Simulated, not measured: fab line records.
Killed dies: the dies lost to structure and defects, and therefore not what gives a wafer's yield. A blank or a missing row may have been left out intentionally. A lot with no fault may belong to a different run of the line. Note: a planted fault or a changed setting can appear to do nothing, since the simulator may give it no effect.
Struck lot and sound lot, side by side || flow nand-harc || 43 steps out of a route of 1159
Sound: wafers L873.1, L873.4, L873.5. The struck wafers were L862.2, L862.3, L862.6. The cause is given at the end.
For every step that has rows: the tool of each side, followed by ch and its chambers, followed by its first start. Under that, the readings that differ: sound wafers || struck wafers || difference of the means || sigmas: that difference in standard deviations of wafers without a fault.
alike: a reading whose means differ by less than 2 such deviations, as well as words and numbers matching on both sides. not compared: withheld readings; readings where some wafer has no value; bounds like >300 that might hide an equal value; numbers whose values overlap and for which the record gives no deviation.
The two part at a step that has a row with sigmas, a row that says differs or no value, or rows on one side only. Numbers that have no deviation but don't overlap get no sigmas and don't part them. A reading missing from all wafers of one side parts the sides only when that side holds two or more wafers.

first, 12 steps without rows for these wafers: NHARC_P_GATE_PRECLEAN_71 (cleans in SC1); NHARC_P_GATE_SRD_72; NHARC_P_GATE_OXIDE_16 (material SiO2, target thk 3 nm, ox time 392 s); NHARC_P_GATE_CVD_17 (deposits poly-Si, target thk 150 nm, time 900 s); NHARC_P_GATE_HM_DEP_102 (deposits aC, target thk 120 nm); NHARC_P_GATE_DEP_103 (deposits SiON, target thk 30 nm); NHARC_P_GATE_DEHYDRATE_18 (time 120 s); NHARC_P_GATE_HMDS_19 (time 30 s); NHARC_P_GATE_COAT_20 (resist thk 90 nm); NHARC_P_GATE_SOFTBAKE_21 (time 55 s); NHARC_P_GATE_EBR_22; NHARC_P_GATE_EXPOSE_23 (exposes mask P GATE, target cd 120 nm).
NHARC_P_GATE_PEB_24: peb time 65 s.
  sound on litho-track-04 ch 0, day 10 03:50; struck on litho-track-01 ch 0, day 7 03:34
{"reading": "heater-power-total-W (W)", "sound": "156.8 156.6 156.9", "struck": "149.9 150.9 150.8", "difference": -6.2, "sigmas": -16}
{"reading": "plate-temp-C (C)", "sound": "100.05 99.90 100.05", "struck": "97.08 96.92 97.18", "difference": -2.94, "sigmas": -24}
then, 1 step without rows for these wafers: NHARC_P_GATE_DEVELOP_25 (develop time 35 s).
NHARC_P_GATE_CD_MEAS_26: the cd target is 120 nm.
  sound on cd-sem-02 ch 0, day 10 03:55; struck on cd-sem-03 ch 0
{"reading": "cd-nm (nm)", "sound": "119.8 120.8 120.9", "struck": "129.8 130.2 129.5", "difference": "+9.3", "sigmas": "+12"}
  not compared: hold
NHARC_P_GATE_OVL_MEAS_27:
  struck on overlay-02, day 7 06:43; sound on overlay-02, day 10 04:01
{"reading": "hold", "sound": "- - -", "struck": "await-dispo/2.8h/release await-dispo/2.8h/release await-dispo/2.8h/release", "difference": "no value on the sound wafers", "sigmas": ""}
  alike: overlay-x-nm, overlay-y-nm
NHARC_P_GATE_DESCUM_31: chemistry O2, time 3 s.
  sound on rie-diel-11 ch 0,1, day 10 04:07; struck on rie-diel-06 ch 0,1,2, day 7 06:49
{"reading": "model.P_GATE.cd-nm (nm)", "sound": "120.2 121.5 121.3", "struck": "131.5 130.4 129.4", "difference": "+9.4", "sigmas": ""}
  alike: drypump-motor-current-A, oes-product-au, rf-vpp-V, showerhead-plenum-p-Torr, throttle-valve-pct
  not compared: rf-hours-counter-h
then, 4 steps without rows for these wafers: NHARC_P_GATE_ETCH_104 (etches the open film in CF4/CHF3, target depth 60 nm); NHARC_P_GATE_HM_OPEN_105 (chemistry O2/COS, target depth 360 nm); NHARC_P_GATE_STRIP_106 (strips in O2/COS); NHARC_P_GATE_ETCH_114 (etches the open film in CF4/O2, target depth 30 nm, overetch 3 nm, time 16.5 s).
NHARC_P_GATE_ETCH_32: etches the open film in HBr/Cl2, target depth 150 nm, time 100.1 s.
  sound on rie-si-03 ch 1,2,3, day 10 04:36; struck on rie-si-04 ch 0,2, day 7 07:31
  alike: drypump-motor-current-A, oes-product-au, throttle-valve-pct
  not compared: rf-hours-counter-h, model.P_GATE.cd-nm
then, 1 step without rows for these wafers: NHARC_P_GATE_STRIP_108 (strips in O2).
NHARC_P_GATE_CD_MEAS_33:
  struck on cd-sem-02, day 7 08:01; sound on cd-sem-01, day 10 04:55
  alike: cd-nm
  not compared: hold
then, 16 steps without rows for these wafers: NHARC_P_GATE_PRECLEAN_73 (cleans in SC1); NHARC_P_GATE_SRD_74; NHARC_P_GATE_ALD_36 (deposits SiNx, target thk 20 nm, pulse time 60 s, ald cycles 223); NHARC_P_GATE_ETCHBACK_37 (etches the open film in CHF3/O2, target depth 34.5 nm, time 17.2 s); NHARC_P_GATE_STRIP_101 (strips in O2, time 20 s); NHARC_P_GATE_PRECLEAN_97 (cleans in SPM, time 600 s); NHARC_P_GATE_SRD_98; NHARC_P_GATE_PRECLEAN_99 (cleans in SC1); NHARC_P_GATE_SRD_100; NHARC_P_GATE_DEHYDRATE_38 (time 120 s); NHARC_P_GATE_HMDS_39 (time 30 s); NHARC_P_GATE_COAT_40; NHARC_P_GATE_SOFTBAKE_41 (time 95 s); NHARC_P_GATE_EBR_42; NHARC_P_GATE_EXPOSE_43 (exposes mask P NSD, target cd 720 nm); NHARC_P_GATE_PEB_44 (peb time 85 s).
-- a jump in the record: the struck wafers' starts before and after are 14 days apart (it breaks off in module P_GATE and resumes in module A_M0, where the first step shown is number 1007 of the route) --
NHARC_A_M0_DESCUM_14: chemistry O2, time 3 s.
  sound on rie-diel-08 ch 1,2,3, day 22 21:09; struck on rie-diel-03 ch 1,2, day 21 18:53
  alike: drypump-motor-current-A, oes-product-au, rf-vpp-V, showerhead-plenum-p-Torr, throttle-valve-pct
  not compared: rf-hours-counter-h, model.A_M0.cd-nm
NHARC_A_M0_ETCH_15: etches the open film in C4F8/Ar, target depth 150 nm, overetch 15 nm, time 82.5 s.
  sound on rie-diel-08 ch 1,3; struck on rie-diel-03 ch 1,3
  alike: oes-product-au, rf-vpp-V
  not compared: rf-hours-counter-h, model.A_M0.cd-nm
NHARC_END_SORT_01:
  sound on prober-01 ch 0, day 24 15:16; struck on prober-02 ch 0, day 23 03:37
{"reading": "hold", "sound": "- - -", "struck": "await-dispo/1.5h/release await-dispo/1.5h/release await-dispo/1.5h/release", "difference": "no value on the sound wafers", "sigmas": ""}
  alike: killed-at-array, killed-at-other, killed-at-periphery, killed-dies, killed-open, killed-short

WHERE THEY PART
Last at NHARC_END_SORT_01 as far as this record goes, first at NHARC_P_GATE_PEB_24.

WHY: whatever the simulator had introduced
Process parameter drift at NHARC_P_GATE_PEB_24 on litho-track-01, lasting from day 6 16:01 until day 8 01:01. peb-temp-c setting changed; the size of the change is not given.
